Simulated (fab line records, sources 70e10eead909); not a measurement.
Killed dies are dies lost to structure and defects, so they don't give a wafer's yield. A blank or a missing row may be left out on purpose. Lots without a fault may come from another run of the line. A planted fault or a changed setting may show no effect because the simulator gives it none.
fab line records | flow nand_harc
record lots=14 wafers=42 last_day=33
route steps=1302 shown A_ONON_D1@427 A_CHANNEL_HOLE_D1@451
lots that met no fault: from a run of the same line without faults
start_h: hours from the record's first day to the start of the lot's first wafer shown | wait_h: hours since the lot's step before | " the same as in the row above | L1.1+2: a row that stands for several wafers | - no value, or no start given | * or withheld: withheld | < > ~ a bound
route shown NAME@n: a module of which the file shows steps, and the number in the route of the first | usual: mean/standard deviation of fault-free wafers | same: alike in all rows | chamber/n: place in a boat | sites: the reading at each site | _std_site: their standard deviation | _edge_site: outer sites' mean less inner sites' | radius_mm: how far each site lies from the wafer's centre | mask NAME#n: copy n | behind: the tool/chamber that last shaped the wafer | hold: why the lot was held/for how many hours/how that ended | device: the transistor (n, p or np) that didn't switch | end of line: the same wafers' tests at the end of the route | a step without rows: its recipe alone | killed: dies lost to structure and defects at the first sort, not the wafer's yield | map: a wafer's dies, x killed, . not, _ none there
set.NAME: the setting as run; set.NAME@STEP: as run at that earlier step | model.NAME: the simulator's own value behind a step, which no gauge read
steps of the route over a sample of lots; a table a step, a row a wafer
services: from which hour (start_h, from the record's first day; less than 0 if before it) a tool's chamber was out of use, for how many hours, and why
## steps
# step NHARC_A_ONON_D1_THK_MEAS_05
# recipe thk_meas_gauge=ellipsometry
# usual thk_nm=1001/11
# columns lot.wafer tool chamber start_h wait_h thk_nm
L606.1 film_metro-01 - 161.87 - 1002
L606.2 " - " " 1003
L606.4 " - " " 1002
L608.2 film_metro-02 - 182.72 - 1001
L608.3 " - " " 1001
L608.4 " - " " 1002
L611.3 film_metro-01 - 215.97 - 1002
L611.5 " - " " 1003
L611.6 " - " " 1003
L613.3 film_metro-02 - 232.17 - 1008
L613.4 " - " " 1007
L613.5 " - " " 1006
L615.1 film_metro-02 - 249.42 - 1002
L615.4 " - " " 1002
L615.5 " - " " 1002
L618.2 film_metro-02 - 281.87 - 1007
L618.3 " - " " 1006
L618.4 " - " " 1006
L620.3 film_metro-01 - 310.84 - 1001
L620.4 " - " " 1001
L620.6 " - " " 1001
L622.1 film_metro-01 - 330.22 - 1007
L622.2 " - " " 1007
L622.3 " - " " 1007
L624.3 film_metro-02 - 343.37 - 1013
L624.4 " - " " 1016
L624.5 " - " " 1015
L623.2 film_metro-01 - 348.40 - 1009
L623.3 " - " " 1009
L623.6 " - " " 1008
L625.2 film_metro-01 - 353.51 - 985
L625.3 " - " " 983
L625.5 " - " " 985
L627.3 film_metro-01 - 364.09 - 997
L627.5 " - " " 995
L627.6 " - " " 995
L628.1 film_metro-01 - 384.38 - 1009
L628.3 " - " " 1010
L628.5 " - " " 1008
L629.2 film_metro-01 - 388.62 - 992
L629.3 " - " " 993
L629.4 " - " " 992
# step NHARC_A_CHANNEL_HOLE_D1_DEP_01
# recipe target_thk_a=1400 target_thk_nm=140 temp_c=400 pressure_torr=3.5 flow_sccm=200 rf_w=350 material=SiON
# usual heater_power_w=747/110
# columns lot.wafer tool chamber start_h wait_h heater_power_w
L606.2 pecvd-04 0 179.42 1.3 987
L606.1 " 2 " " 681
L606.4 " 2 " " 695
L608.2 pecvd-03 0 202.43 1.3 717
L608.3 " 2 " " 742
L608.4 " 1 " " 859
L611.3 pecvd-04 1 233.17 1.0 866
L611.5 " 2 " " 717
L611.6 " 0 " " 967
L613.3 pecvd-03 2 247.09 1.0 781
L613.5 " 2 " " 793
L613.4 " 0 " " 679
L615.1 pecvd-04 2 262.28 1.6 616
L615.5 " 1 " " 845
L615.4 " 0 " " 826
L618.2 pecvd-01 2 297.58 1.3 742
L618.3 " 1 " " 565
L618.4 " 1 " " 556
L620.3 pecvd-03 1 326.20 1.0 853
L620.4 " 1 " " 811
L620.6 " 2 " " 779
L622.3 pecvd-04 0 345.76 1.0 929
L622.1 " 1 " " 732
L622.2 " 2 " " 642
L623.3 pecvd-01 1 360.68 1.0 545
L623.2 " 2 " " 828
L623.6 " 2 " " 839
L624.3 pecvd-01 1 361.69 1.0 617
L624.4 " 2 " " 904
L624.5 " 0 " " 735
L625.2 pecvd-01 0 369.23 1.3 759
L625.3 " 1 " " 557
L625.5 " 1 " " 542
L627.3 pecvd-04 0 385.39 1.0 882
L627.6 " 0 " " 910
L627.5 " 1 " " 865
L628.1 pecvd-04 1 399.36 1.6 850
L628.3 " 2 " " 648
L628.5 " 1 " " 864
L629.2 pecvd-01 0 405.77 1.3 732
L629.3 " 2 " " 882
L629.4 " 0 " " 609
# step NHARC_A_CHANNEL_HOLE_D1_EXPOSE_07
# recipe na=1.35 target_cd_nm=100 sigma_outer=0.3 dose_mj=59.65 mask_id=HOLE_D1
# usual exposure_dose_mJ_cm2=59.59/0.076
# columns lot.wafer tool chamber start_h wait_h mask exposure_dose_mJ_cm2
L606.1 arfi_scanner-03 0 179.96 - HOLE_D1#0 59.66
L606.2 " 0 " " HOLE_D1#0 59.70
L606.4 " 0 " " HOLE_D1#0 59.61
L608.2 arfi_scanner-03 0 203.05 - HOLE_D1#0 59.53
L608.3 " 0 " " HOLE_D1#0 59.59
L608.4 " 0 " " HOLE_D1#0 59.59
L611.3 arfi_scanner-03 0 233.75 - HOLE_D1#0 37.56
L611.5 " 0 " " HOLE_D1#0 37.65
L611.6 " 0 " " HOLE_D1#0 37.63
L613.3 arfi_scanner-03 0 247.56 - HOLE_D1#0 42.01
L613.4 " 0 " " HOLE_D1#0 42.14
L613.5 " 0 " " HOLE_D1#0 42.04
L615.1 arfi_scanner-03 0 262.71 - HOLE_D1#0 43.78
L615.4 " 0 " " HOLE_D1#0 43.74
L615.5 " 0 " " HOLE_D1#0 43.76
L618.2 arfi_scanner-03 0 298.17 - HOLE_D1#0 43.80
L618.3 " 0 " " HOLE_D1#0 43.69
L618.4 " 0 " " HOLE_D1#0 43.72
L620.3 arfi_scanner-02 0 326.76 - HOLE_D1#0 59.70
L620.4 " 0 " " HOLE_D1#0 59.59
L620.6 " 0 " " HOLE_D1#0 59.56
L622.1 arfi_scanner-02 0 346.34 - HOLE_D1#0 59.68
L622.2 " 0 " " HOLE_D1#0 59.58
L622.3 " 0 " " HOLE_D1#0 59.66
L623.2 arfi_scanner-02 0 361.14 - HOLE_D1#0 59.67
L623.3 " 0 " " HOLE_D1#0 59.61
L623.6 " 0 " " HOLE_D1#0 59.55
L624.3 arfi_scanner-01 0 362.29 - HOLE_D1#0 59.59
L624.4 " 0 " " HOLE_D1#0 59.52
L624.5 " 0 " " HOLE_D1#0 59.61
L625.2 arfi_scanner-01 0 369.66 - HOLE_D1#0 59.58
L625.3 " 0 " " HOLE_D1#0 59.51
L625.5 " 0 " " HOLE_D1#0 59.58
L627.3 arfi_scanner-02 0 385.95 - HOLE_D1#0 59.60
L627.5 " 0 " " HOLE_D1#0 59.64
L627.6 " 0 " " HOLE_D1#0 59.59
L628.1 arfi_scanner-01 0 399.94 - HOLE_D1#0 59.52
L628.3 " 0 " " HOLE_D1#0 59.58
L628.5 " 0 " " HOLE_D1#0 59.57
L629.2 arfi_scanner-02 0 406.36 - HOLE_D1#0 59.56
L629.3 " 0 " " HOLE_D1#0 59.63
L629.4 " 0 " " HOLE_D1#0 59.59
# step NHARC_A_CHANNEL_HOLE_D1_CD_MEAS_10
# recipe target_cd_nm=100 landing_energy_ev=500
# usual cd_nm=100.3/0.6
# columns lot.wafer tool chamber start_h wait_h cd_nm
L606.1 cd_sem-03 0 180.10 - 99.1
L606.2 " 0 " " 100.9
L606.4 " 0 " " 100.4
L608.2 cd_sem-01 0 203.18 - 101.1
L608.3 " 0 " " 99.7
L608.4 " 0 " " 99.4
L611.3 cd_sem-02 0 233.89 - 78.6
L611.5 " 0 " " 79.0
L611.6 " 0 " " 79.5
L613.3 cd_sem-03 0 247.70 - 84.7
L613.4 " 0 " " 83.7
L613.5 " 0 " " 83.0
L615.1 cd_sem-03 0 262.85 - 86.0
L615.4 " 0 " " 85.6
L615.5 " 0 " " 85.9
L618.2 cd_sem-01 0 298.31 - 85.6
L618.3 " 0 " " 86.1
L618.4 " 0 " " 85.7
L620.3 cd_sem-01 0 326.90 - 99.8
L620.4 " 0 " " 99.6
L620.6 " 0 " " 99.8
L622.1 cd_sem-01 0 346.48 - 99.7
L622.2 " 0 " " 100.0
L622.3 " 0 " " 99.9
L623.2 cd_sem-03 0 361.28 - 100.3
L623.3 " 0 " " 100.7
L623.6 " 0 " " 101.4
L624.3 cd_sem-02 0 362.43 - 100.6
L624.4 " 0 " " 101.2
L624.5 " 0 " " 100.0
L625.2 cd_sem-03 0 369.80 - 100.7
L625.3 " 0 " " 100.1
L625.5 " 0 " " 100.5
L627.3 cd_sem-03 0 386.08 - 100.4
L627.5 " 0 " " 101.2
L627.6 " 0 " " 100.3
L628.1 cd_sem-02 0 400.08 - 101.4
L628.3 " 0 " " 100.7
L628.5 " 0 " " 101.3
L629.2 cd_sem-03 0 406.49 - 100.1
L629.3 " 0 " " 100.7
L629.4 " 0 " " 99.5
# step NHARC_A_CHANNEL_HOLE_D1_CD_MEAS_18
# usual cd_nm=99/3.1
# columns lot.wafer tool chamber start_h wait_h cd_nm
L606.1 cd_sem-03 - 184.22 - 92
L606.2 " - " " 98
L606.4 " - " " 96
L608.2 cd_sem-03 - 204.48 - 99
L608.3 " - " " 96
L608.4 " - " " 100
L611.3 cd_sem-02 - 235.18 - 82
L611.5 " - " " 78
L611.6 " - " " 76
L613.3 cd_sem-03 - 248.98 - 81
L613.4 " - " " 79
L613.5 " - " " 81
L615.1 cd_sem-03 - 264.13 - 84
L615.4 " - " " 85
L615.5 " - " " 87
L618.2 cd_sem-02 - 299.72 - 88
L618.3 " - " " 86
L618.4 " - " " 77
L620.3 cd_sem-02 - 328.19 - 100
L620.4 " - " " 92
L620.6 " - " " 95
L622.1 cd_sem-03 - 347.78 - 105
L622.2 " - " " 99
L622.3 " - " " 103
L623.2 cd_sem-03 - 362.58 - 100
L623.3 " - " " 103
L623.6 " - " " 99
L624.3 cd_sem-02 - 363.73 - 96
L624.4 " - " " 102
L624.5 " - " " 102
L625.2 cd_sem-03 - 371.09 - 103
L625.3 " - " " 102
L625.5 " - " " 99
L627.3 cd_sem-02 - 387.38 - 102
L627.5 " - " " 101
L627.6 " - " " 100
L628.1 cd_sem-01 - 401.38 - 100
L628.3 " - " " 99
L628.5 " - " " 99
L629.2 cd_sem-01 - 407.91 - 102
L629.3 " - " " 104
L629.4 " - " " 91
# step NHARC_A_CHANNEL_HOLE_D1_ETCH_23
# recipe bias_v=5000 source_w=withheld pressure_mtorr=20 time_s=819 ar_flow_sccm=375 c4f8_flow_sccm=89.3 o2_flow_sccm=35.7 temp_c=-20 target_depth_a=16000 chemistry=C4F8/O2/Ar
# usual drypump_motor_current_A=5.8/0.35 mfc_ar_sccm=375.2/1 showerhead_plenum_p_Torr=3.67/0.078 throttle_valve_pct=32.154/0.011
# columns lot.wafer tool chamber start_h wait_h drypump_motor_current_A mfc_ar_sccm rf_hours_counter_h showerhead_plenum_p_Torr throttle_valve_pct
L606.1 har_etch-01 1 185.74 0.5 5.7 376.0 93 3.73 32.157
L606.2 " 0 " " 5.7 375.5 93 3.73 32.154
L606.4 " 0 " " 5.8 375.0 - 3.73 32.144
L608.2 har_etch-01 1 207.92 0.5 5.7 374.7 105 3.73 32.157
L608.3 " 0 " " 5.8 375.0 - 3.73 32.141
L608.4 " 1 " " 5.6 375.6 - 3.73 32.136
L611.3 har_etch-02 1 237.04 0.5 5.4 377.1 - 3.57 32.147
L611.5 " 0 " " 6.4 374.3 - 3.64 32.162
L611.6 " 1 " " 5.4 375.8 - 3.57 32.165
L613.4 har_etch-02 0 250.71 0.5 6.4 374.8 - 3.64 32.170
L613.3 " 1 " " 5.4 376.6 - 3.57 32.158
L613.5 " 0 " " 6.4 375.1 - 3.64 32.181
L615.1 har_etch-02 0 267.08 1.0 6.4 376.5 332 3.63 32.162
L615.4 " 0 " " 6.4 376.9 - 3.63 32.146
L615.5 " 0 " " 6.4 374.4 - 3.63 32.173
L618.2 har_etch-01 0 302.19 0.5 5.8 375.7 166 3.69 32.148
L618.3 " 0 " " 5.8 374.5 - 3.69 32.150
L618.4 " 1 " " 5.6 375.9 - 3.69 32.152
L620.4 har_etch-01 1 329.94 0.5 5.6 374.0 - 3.69 32.141
L620.3 " 0 " " 5.8 374.6 - 3.69 32.159
L620.6 " 1 " " 5.7 374.2 - 3.69 32.150
L622.2 har_etch-01 1 349.28 0.5 5.7 374.8 189 3.68 32.167
L622.1 " 0 " " 5.8 374.5 189 3.68 32.157
L622.3 " 1 " " 5.6 375.8 - 3.68 32.154
L623.2 har_etch-02 1 364.19 0.5 5.4 374.6 391 3.54 32.143
L623.3 " 1 " " 5.4 372.7 - 3.54 32.162
L623.6 " 0 " " 6.4 373.6 - 3.60 32.167
L624.4 har_etch-01 0 367.30 0.5 5.8 376.2 - 3.67 32.153
L624.3 " 1 " " 5.6 374.6 - 3.67 32.157
L624.5 " 1 " " 5.6 373.3 - 3.67 32.159
L625.2 har_etch-02 1 372.72 0.5 5.4 374.5 399 3.54 32.151
L625.3 " 0 " " 6.4 375.5 - 3.60 32.147
L625.5 " 1 " " 5.4 376.0 - 3.53 32.163
L627.3 har_etch-01 0 392.02 0.5 5.8 375.2 - 3.66 32.151
L627.5 " 0 " " 5.8 374.9 - 3.67 32.160
L627.6 " 1 " " 5.7 376.1 - 3.67 32.140
L628.1 har_etch-01 0 404.04 0.5 5.8 376.4 227 3.66 32.156
L628.3 " 0 " " 5.7 376.2 - 3.66 32.152
L628.5 " 0 " " 5.8 375.6 - 3.66 32.160
L629.2 har_etch-02 1 411.27 0.5 5.4 373.0 13 3.93 32.168
L629.3 " 1 " " 5.4 375.1 - 3.93 32.135
L629.4 " 0 " " 6.4 375.3 - 3.93 32.146
# step NHARC_A_CHANNEL_HOLE_D1_CD_MEAS_30
# usual cd_nm=89.5/1.8
# columns lot.wafer tool chamber start_h wait_h cd_nm
L606.1 cd_sem-02 - 189.84 - 92.0
L606.2 " - " " 91.4
L606.4 " - " " 89.9
L608.2 cd_sem-01 - 211.91 - 89.8
L608.3 " - " " 87.8
L608.4 " - " " 89.1
L611.3 cd_sem-02 - 241.11 - 68.7
L611.5 " - " " 69.1
L611.6 " - " " 66.4
L613.3 cd_sem-03 - 254.56 - 75.0
L613.4 " - " " 71.7
L613.5 " - " " 69.4
L615.1 cd_sem-03 - 274.76 - 73.3
L615.4 " - " " 75.7
L615.5 " - " " 75.9
L618.2 cd_sem-02 - 306.30 - 76.7
L618.3 " - " " 73.9
L618.4 " - " " 76.1
L620.3 cd_sem-02 - 333.78 - 90.9
L620.4 " - " " 89.3
L620.6 " - " " 92.4
L622.1 cd_sem-01 - 353.37 - 91.7
L622.2 " - " " 91.7
L622.3 " - " " 88.9
L623.2 cd_sem-02 - 368.19 - 90.3
L623.3 " - " " 90.0
L623.6 " - " " 89.1
L624.3 cd_sem-03 - 371.65 - 90.7
L624.4 " - " " 90.7
L624.5 " - " " 89.2
L625.2 cd_sem-03 - 376.69 - 89.2
L625.3 " - " " 89.3
L625.5 " - " " 92.6
L627.3 cd_sem-03 - 395.92 - 90.3
L627.5 " - " " 89.5
L627.6 " - " " 91.3
L628.1 cd_sem-02 - 408.02 - 91.0
L628.3 " - " " 93.6
L628.5 " - " " 91.4
L629.2 cd_sem-03 - 415.34 - 90.0
L629.3 " - " " 90.8
L629.4 " - " " 89.8
# step NHARC_A_CHANNEL_HOLE_D1_XSEM_31
# recipe landing_energy_ev=35000
# usual bot_cd_nm=73.9/1.8 bow_nm=8.61/0.23 tilt_deg=0.07/0.05
# columns lot.wafer tool chamber start_h wait_h bot_cd_nm bow_nm tilt_deg
L606.1 xsem-01 0 189.93 0.1 76.0 8.93 0.07
L606.2 " 0 " " 75.5 8.89 0.07
L606.4 " 0 " " 73.3 8.95 0.07
L608.2 xsem-02 0 212.01 0.1 73.0 8.29 0.07
L608.3 " 0 " " 70.7 8.40 0.08
L608.4 " 0 " " 73.0 8.34 0.07
L611.3 xsem-02 0 241.20 0.1 53.3 8.52 0.09
L611.5 " 0 " " 54.6 8.53 0.09
L611.6 " 0 " " 50.4 8.53 0.09
L613.3 xsem-01 0 254.65 0.1 58.9 8.60 -0.02
L613.4 " 0 " " 55.8 8.57 -0.02
L613.5 " 0 " " 53.4 8.64 -0.01
L615.1 xsem-02 0 274.85 0.1 58.3 8.73 0.02
L615.4 " 0 " " 60.1 8.73 0.02
L615.5 " 0 " " 60.5 8.72 0.02
L618.2 xsem-01 0 306.39 0.1 60.8 8.27 0.00
L618.3 " 0 " " 58.3 8.30 0.00
L618.4 " 0 " " 60.3 8.24 0.00
L620.3 xsem-02 0 333.87 0.1 76.5 9.10 0.17
L620.4 " 0 " " 75.5 9.03 0.17
L620.6 " 0 " " 77.8 9.02 0.17
L622.1 xsem-02 0 353.46 0.1 76.1 8.42 0.05
L622.2 " 0 " " 75.8 8.44 0.04
L622.3 " 0 " " 74.1 8.45 0.04
L623.2 xsem-01 0 368.28 0.1 75.6 8.27 0.04
L623.3 " 0 " " 74.3 8.30 0.04
L623.6 " 0 " " 73.5 8.33 0.04
L624.3 xsem-02 0 371.74 0.1 74.5 8.87 0.03
L624.4 " 0 " " 74.5 8.86 0.03
L624.5 " 0 " " 73.5 8.80 0.03
L625.2 xsem-02 0 376.78 0.1 73.4 8.81 0.13
L625.3 " 0 " " 73.8 8.72 0.13
L625.5 " 0 " " 77.3 8.83 0.13
L627.3 xsem-02 0 396.02 0.1 74.6 8.75 0.14
L627.5 " 0 " " 73.8 8.84 0.14
L627.6 " 0 " " 75.9 8.76 0.14
L628.1 xsem-01 0 408.11 0.1 73.7 8.97 0.13
L628.3 " 0 " " 77.2 9.10 0.13
L628.5 " 0 " " 74.5 8.97 0.13
L629.2 xsem-02 0 415.43 0.1 74.3 8.57 0.07
L629.3 " 0 " " 75.2 8.68 0.07
L629.4 " 0 " " 74.2 8.73 0.07
## services
# columns tool chamber start_h hours kind
pecvd-03 - 159.48 3.8 repair
har_etch-02 0 159.77 - consumable_replace:focus_ring
arfi_scanner-01 - 161.84 2.6 repair
arfi_scanner-02 - 167.26 45.6 repair
pecvd-04 - 172.68 0.6 repair
pecvd-03 - 185.19 13.0 pm
har_etch-01 - 188.98 3.0 repair
arfi_scanner-03 - 196.17 4.0 pm
arfi_scanner-01 - 203.02 0.9 repair
arfi_scanner-01 - 211.67 0.2 repair
arfi_scanner-01 - 213.37 0.2 repair
arfi_scanner-01 - 252.00 4.0 pm
pecvd-04 - 269.03 13.0 pm
arfi_scanner-02 - 283.21 0.7 repair
pecvd-04 - 307.95 3.4 repair
pecvd-01 - 313.34 13.0 pm
arfi_scanner-02 - 315.86 4.0 pm
pecvd-01 - 342.15 15.5 repair
arfi_scanner-01 - 346.45 0.4 repair
pecvd-03 1 348.44 4.1 repair
pecvd-03 - 366.62 13.0 pm
arfi_scanner-03 - 368.17 4.0 pm
xsem-01 - 374.00 14.0 pm
har_etch-02 - 380.57 17.0 pm
## key
first_sign step=NHARC_A_CHANNEL_HOLE_D1_EXPOSE_07 reading=exposure_dose_mJ_cm2 direction=down sigmas=99+ usual=59.59 struck=41.79
effect step=NHARC_A_CHANNEL_HOLE_D1_CD_MEAS_10 reading=cd_nm direction=down sigmas=28 usual=100.3 struck=83.6 through=control_loop
effect step=NHARC_A_CHANNEL_HOLE_D1_CD_MEAS_18 reading=cd_nm direction=down sigmas=5.3 usual=99 struck=82 through=control_loop
effect step=NHARC_A_CHANNEL_HOLE_D1_CD_MEAS_30 reading=cd_nm direction=down sigmas=9.5 usual=89.5 struck=72.7 through=control_loop
effect step=NHARC_A_CHANNEL_HOLE_D1_XSEM_31 reading=bot_cd_nm direction=down sigmas=9.2 usual=73.9 struck=57.1 through=control_loop
met_at NHARC_A_CHANNEL_HOLE_D1_EXPOSE_07
struck_lots L611,L613,L615,L618
later_rows_left_out L611.3,L611.5,L611.6,L613.3,L613.4,L613.5,L618.4
sort_left_out L611.3,L611.5,L611.6,L613.3,L613.4,L613.5,L615.1,L615.4,L615.5,L618.2,L618.3,L618.4
tester_left_out L611,L613,L615,L618
loop_trim step=NHARC_A_CHANNEL_HOLE_D1_EXPOSE_07 setting=dose lots=L613,L615,L618
not_acting_at NHARC_A_ONON_D1_THK_MEAS_05,NHARC_A_CHANNEL_HOLE_D1_DEP_01,NHARC_A_CHANNEL_HOLE_D1_ETCH_23
onset_between 203.05 233.75
fault kind=process_parameter_drift tool=arfi_scanner-03 chamber=- onset_h=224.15 steps=NHARC_A_CHANNEL_HOLE_D1_EXPOSE_07 channel=dose_mj offset=-21.9 shape=step acts_in=these_recipes_only stated=59.65
# tester_left_out: of these lots the tester's yield and bins aren't shown, on N5 and GAA mostly nor the transistor test; their killed dies are dies lost to structure and defects alone, not to doping, threshold or leakage, so they don't give the yield
# sort_left_out: the simulated sort isn't trusted on such a fault, so these wafers' sort isn't shown, and their yield isn't known
# later_rows_left_out: the simulator's readings of these wafers behind a module that went badly wrong aren't trusted and aren't shown, but for the sort
# loop_trim: a control loop set the setting to another value than it would have without faults
